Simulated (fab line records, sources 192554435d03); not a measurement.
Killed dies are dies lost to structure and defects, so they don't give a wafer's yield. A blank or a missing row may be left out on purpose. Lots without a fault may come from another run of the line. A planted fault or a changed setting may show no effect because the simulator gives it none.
Which tool did it? | flow n5_finfet | 11 lots, 33 wafers sampled, at 4 steps of a route of 1938

WHAT THE GAUGES READ, wafer by wafer
The record holds no reading of a measuring or inspecting step that can be judged against a usual standard deviation.

WHICH TOOL RAN EACH LOT (tool, then ch and the chambers of the sampled wafers, then the start)
lot  | N5_BEOL_M5_ECD_50              | N5_BEOL_M15_ETCH_61                | N5_BEOL_M15_ETCH_38                           | N5_PASSIVATION_PROBE_49
L155 | ecd_cu-02 ch 0,1, day 8 13:24  | rie_diel-01 ch 0,1,2, day 11 12:09 | rie_diel-03 ch 0,1,2, no start                | -
L156 | ecd_cu-01 ch 0,1, day 8 15:20  | rie_diel-03 ch 0,1,2, day 11 16:12 | rie_diel-03 ch 1,3, no start                  | -
L157 | ecd_cu-02 ch 0,1, day 8 20:34  | rie_diel-03 ch 0,2,3, day 11 17:10 | rie_diel-04 ch 1,2, no start                  | -
L159 | ecd_cu-02 ch 0,1, day 8 22:41  | rie_diel-04 ch 0,1, day 11 21:39   | rie_diel-03 ch 2,3, no start                  | -
L158 | ecd_cu-01 ch 0,1, day 9 02:14  | rie_diel-04 ch 0,3, day 12 01:41   | rie_diel-01 ch 1,2, no start                  | -
L160 | ecd_cu-01 ch 0,1, day 9 15:15  | rie_diel-04 ch 0,1,2, day 13 05:22 | rie_diel-01 ch 0,3, no start                  | -
L162 | ecd_cu-02 ch 0,1, day 10 16:18 | rie_diel-04 ch 0,1, day 14 02:38   | rie_diel-04 ch 0,3, no start                  | -
L165 | ecd_cu-01 ch 0,1, day 10 18:59 | rie_diel-03 ch 0,2,3, day 14 02:37 | rie_diel-01 ch 2,3, no start                  | -
L164 | ecd_cu-01 ch 0,1, day 10 21:01 | rie_diel-01 ch 0,3, day 13 17:05   | rie_diel-01 ch 0,2,3, no start                | -
L166 | ecd_cu-01 ch 0,1, day 11 01:55 | rie_diel-01 ch 2,3, day 14 02:45   | rie_diel-03 ch 0,2,3, day 15 00:46 or earlier | prober-02, day 15 00:46
L167 | ecd_cu-01 ch 0,1, day 11 07:24 | rie_diel-03 ch 0,1,3, day 14 07:09 | rie_diel-01 ch 0,1,3, day 15 07:40 or earlier | prober-02, day 15 07:40
- N5_BEOL_M5_ECD_50: material Cu, target thk 300 nm.
- N5_BEOL_M15_ETCH_61: etches BARC in N2/H2, target depth 89 nm, overetch 26.7 nm, time 67.9 s.
- N5_BEOL_M15_ETCH_38: etches SiCN in CF4/N2, target depth 106.4 nm, time 120.5 s.
- N5_PASSIVATION_PROBE_49

WHAT THE TOOLS THEMSELVES READ (means of the sampled wafers that have a number; where no wafer has one, the mark that the record gives instead)
N5_BEOL_M15_ETCH_61. Usual: bias_w 149.9 W, standard deviation 0.43; drypump_motor_current_A 5.5 A, standard deviation 0.43; oes_product_au 0.71 a.u., standard deviation 0.05; rf_vpp_V 524.7 V, standard deviation 2.7; showerhead_plenum_p_Torr 2.57 Torr, standard deviation 0.095; throttle_valve_pct 17.82 %, standard deviation 0.19.
lot  | tool        | bias_w (W) | drypump_motor_current_A (A) | oes_product_au (a.u.) | rf_vpp_V (V) | showerhead_plenum_p_Torr (Torr) | throttle_valve_pct (%) | flag
L155 | rie_diel-01 | 150.1      | 5.5                         | 0.74                  | 526.8        | 2.63                            | 17.69                  |
L156 | rie_diel-03 | 149.8      | 5.5                         | 0.73                  | 526.6        | 2.65                            | 17.89                  |
L157 | rie_diel-03 | 149.9      | 5.1                         | 0.72                  | 525.2        | 2.62                            | 17.98                  |
L159 | rie_diel-04 | 150.1      | 5.7                         | 0.73                  | 523.2        | 2.51                            | 17.65                  |
L158 | rie_diel-04 | 149.7      | 6.0                         | 0.74                  | 524.0        | 2.53                            | 17.74                  |
L160 | rie_diel-04 | 150.1      | 5.8                         | 0.77                  | 523.7        | 2.55                            | 17.65                  |
L162 | rie_diel-04 | 149.7      | 5.8                         | 0.74                  | 524.5        | 2.55                            | 17.67                  |
L165 | rie_diel-03 | 150.3      | 5.1                         | 0.70                  | 526.0        | 2.61                            | 18.01                  |
L164 | rie_diel-01 | 150.2      | 5.2                         | 0.69                  | 526.5        | 2.64                            | 17.94                  |
L166 | rie_diel-01 | 150.6      | 5.4                         | 0.71                  | 524.7        | 2.54                            | 17.80                  |
L167 | rie_diel-03 | 149.9      | 5.3                         | 0.71                  | 524.9        | 2.58                            | 17.88                  |

N5_BEOL_M15_ETCH_38. Usual: bias_w 69.98 W, standard deviation 0.23; drypump_motor_current_A 5.5 A, standard deviation 0.43; oes_product_au 0.82 a.u., standard deviation 0.06; rf_vpp_V 383.0 V, standard deviation 2; showerhead_plenum_p_Torr 2.24 Torr, standard deviation 0.076; throttle_valve_pct 15.40 %, standard deviation 0.2.
lot  | tool        | bias_w (W) | drypump_motor_current_A (A) | oes_product_au (a.u.) | rf_vpp_V (V) | showerhead_plenum_p_Torr (Torr) | throttle_valve_pct (%) | flag
L155 | rie_diel-03 | 70.01      | 5.5                         | 0.86                  | 384.4        | 2.30                            | 15.45                  |
L156 | rie_diel-03 | 69.67      | 5.5                         | 0.83                  | 381.6        | 2.20                            | 15.44                  |
L157 | rie_diel-04 | 69.77      | 5.8                         | 0.72                  | 382.2        | 2.22                            | 15.54                  |
L159 | rie_diel-03 | 69.87      | 4.9                         | 0.81                  | 381.4        | 2.20                            | 15.64                  |
L158 | rie_diel-01 | 70.16      | 5.8                         | 0.85                  | 384.6        | 2.27                            | 15.07                  |
L160 | rie_diel-01 | 69.92      | 5.3                         | 0.82                  | 383.9        | 2.26                            | 15.40                  |
L162 | rie_diel-04 | 70.00      | 6.3                         | 0.76                  | 380.3        | 2.15                            | 15.51                  |
L165 | rie_diel-01 | 69.84      | 5.5                         | 0.86                  | 381.5        | 2.19                            | 15.31                  |
L164 | rie_diel-01 | 70.03      | 5.4                         | 0.84                  | 382.6        | 2.24                            | 15.35                  |
L166 | rie_diel-03 | 70.02      | 5.1                         | 0.84                  | 383.8        | 2.26                            | 15.57                  |
L167 | rie_diel-01 | 70.22      | 5.5                         | 0.81                  | 384.1        | 2.28                            | 15.30                  |

N5_PASSIVATION_PROBE_49. Usual: defect_limited_yield 91.1 %, standard deviation 1.3; killed_at_M0_to_M3 34, standard deviation 10; killed_at_M4_up 14, standard deviation 5.7; killed_at_contacts 12, standard deviation 5.9; killed_at_front_end 41, standard deviation 12; killed_at_other 4, standard deviation 3.1; killed_dies 105, standard deviation 15; killed_on_rim 14, standard deviation 4.2; killed_open 69, standard deviation 11; killed_short 35, standard deviation 7.8; sort_bin_5_function 5.3 %, standard deviation 0.81; sort_bin_6_memory 3.3 %, standard deviation 0.75; sort_n_pass 1075, standard deviation 15; sort_yield_pct 91.1 %, standard deviation 1.3.
lot  | tool      | defect_limited_yield (%) | killed_at_M0_to_M3 | killed_at_M4_up | killed_at_contacts | killed_at_front_end | killed_at_other | killed_dies | killed_on_rim | killed_open | killed_short | sort_bin_5_function (%) | sort_bin_6_memory (%) | sort_n_pass | sort_yield_pct (%) | flag
L166 | prober-02 | 79.2                     | 40                 | 161             | 10                 | 30                  | 4               | 246         | 29            | 71          | 26           | 12.2                    | 7.8                   | 934         | 79.2               | OFF
L167 | prober-02 | 78.8                     | 28                 | 159             | 10                 | 48                  | 5               | 250         | 31            | 69          | 37           | 12.5                    | 7.7                   | 930         | 78.8               | OFF

THE ANSWER, worked out from the rows above alone
Rule: a lot is off if the mean of its wafers that have a number lies more than 3 standard deviations from the usual mean. A lot without any number at a reading at which 4 lots or more have one is off too. The other lots that the step has rows for count as sound. The gauges are gone through in route order, then the tools' own readings, and for those a lot's mean is taken as printed above. The first step at which some lot is off is used, and at that step the reading that is off furthest; a lot without a number counts as furthest.
Off: L166, L167, at N5_PASSIVATION_PROBE_49 (killed_at_M4_up). Neither off nor sound, because the step has no rows for them: L155, L156, L157, L159, L158, L160, L162, L165, L164.
A tool fits if, at that step or a process step before it, it ran every lot that is off, and no sound lot after the first of them. N5_BEOL_M15_ETCH_38 gives no start for some lots, so the hours and the order of its lots are those of N5_PASSIVATION_PROBE_49. Can't be told from this: 2 tools fit, ecd_cu-01 at N5_BEOL_M5_ECD_50, prober-02 at N5_PASSIVATION_PROBE_49.

WHAT THE SIMULATOR HAD PUT IN
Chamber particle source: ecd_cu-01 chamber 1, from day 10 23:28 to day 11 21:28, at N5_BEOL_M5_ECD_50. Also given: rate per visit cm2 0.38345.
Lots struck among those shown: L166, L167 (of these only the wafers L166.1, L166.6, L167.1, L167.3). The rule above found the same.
